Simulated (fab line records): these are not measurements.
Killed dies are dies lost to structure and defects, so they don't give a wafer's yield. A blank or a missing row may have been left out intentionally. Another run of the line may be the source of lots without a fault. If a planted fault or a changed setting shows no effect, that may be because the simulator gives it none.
Chamber matching -- flow nand_harc -- 4 sister chambers for NHARC_A_STAIRCASE_ETCH_253 on rie_diel-10
The step etches the open film in C4F8/O2, target depth 50 nm, time 20.2 s. 8 wafers are shown with their chamber, then 11 later ones without.

EACH WAFER AND ITS CHAMBER
wafer,chamber,rf_vpp_V (V),oes_product_au (a.u.)
L088.3,2,895,0.950
L088.6,0,892,0.944
L090.1,0,892,0.920
L090.2,1,897,0.905
L091.1,1,896,0.916
L091.3,3,894,0.924
L091.4,2,894,0.930
L093.1,3,893,0.979

WAFERS WITH NO CHAMBER GIVEN
wafer,rf_vpp_V (V),oes_product_au (a.u.)
L093.2,894,0.971
L093.4,891,0.937
L092.1,893,0.978
L092.4,894,0.949
L092.5,896,0.953
L094.3,893,0.972
L094.4,891,0.953
L094.6,897,0.956
L096.2,893,0.949
L096.3,894,0.948
L096.6,896,0.950

WHICH CHAMBER EACH ONE RAN IN
wafer,from the rows above,in truth
L093.2,can't be placed: 3 or 2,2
L093.4,0,0
L092.1,can't be placed: 3 or 0 or 2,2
L092.4,can't be placed: 3 or 2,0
L092.5,can't be placed: 1 or 2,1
L094.3,can't be placed: 3 or 0 or 2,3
L094.4,0,0
L094.6,can't be placed: 1 or 2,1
L096.2,can't be placed: 3 or 0 or 2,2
L096.3,can't be placed: 3 or 2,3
L096.6,can't be placed: 1 or 2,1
Placed correctly: 2 of 11. From these rows, 9 cannot be placed; in 8 the true chamber is one of the candidates. Placed wrongly: 0.
How it was worked out, from the rows above alone: a wafer's distance from a chamber is the root of the sum, over the readings, of the square of ((its reading less the chamber's mean) divided by the reading's scatter). If the next closest chamber is less than 2 further off than the closest, the wafer can't be placed; otherwise it belongs to the closest. For every chamber, the mean is computed from those of its wafers that are shown. The scatter: take each reading less its chamber's mean, square it, sum over the shown wafers, divide by the number of wafers less the number of chambers, and take the root.
